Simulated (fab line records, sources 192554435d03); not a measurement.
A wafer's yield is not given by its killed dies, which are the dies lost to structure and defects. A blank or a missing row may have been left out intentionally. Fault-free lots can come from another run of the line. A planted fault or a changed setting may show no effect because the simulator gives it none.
Matching of chambers    flow n5 finfet    N5_SD_EPI_N_ETCH_34 on rie diel-04 has 4 sister chambers
The step etches SiARC in CF4, target depth 45.5 nm, time 75.8 s. 8 wafers are shown with their chamber, then 7 later ones without.

WAFERS WITH THEIR CHAMBER
wafer   chamber  drypump motor current A (A)  showerhead plenum p Torr (Torr)
L467.3  1        5.9                          2.21
L481.4  3        5.1                          2.07
L481.6  2        6.0                          2.14
L483.2  2        6.0                          2.14
L483.3  0        6.0                          2.09
L483.5  1        5.9                          2.20
L484.3  3        5.1                          2.07
L484.4  0        5.9                          2.08

WAFERS WHOSE CHAMBER IS MISSING
wafer   drypump motor current A (A)  showerhead plenum p Torr (Torr)
L484.6  5.9                          2.08
L487.2  5.8                          2.19
L487.4  5.1                          2.07
L487.5  6.0                          2.14
L489.3  5.2                          2.07
L489.5  5.1                          2.07
L489.6  6.0                          2.13

EACH ONE'S CHAMBER
wafer   from the rows above  in truth
L484.6  0                    0
L487.2  1                    1
L487.4  3                    3
L487.5  2                    2
L489.3  3                    3
L489.5  3                    3
L489.6  2                    2
7 of 7 placed correctly. Number that these rows cannot place: 0. Wrongly placed: 0.
How it was worked out, from the rows above alone: a wafer's distance from a chamber is the root of the sum, over the readings, of the square of ((its reading less the chamber's mean) divided by the reading's scatter). The wafer belongs to the nearest chamber; if the next one is less than 2 further off, it can't be placed. A chamber's mean is the mean of its shown wafers. The scatter is the square root of a quotient: the sum, over the shown wafers, of each reading's squared deviation from its chamber's mean, divided by wafers minus chambers.
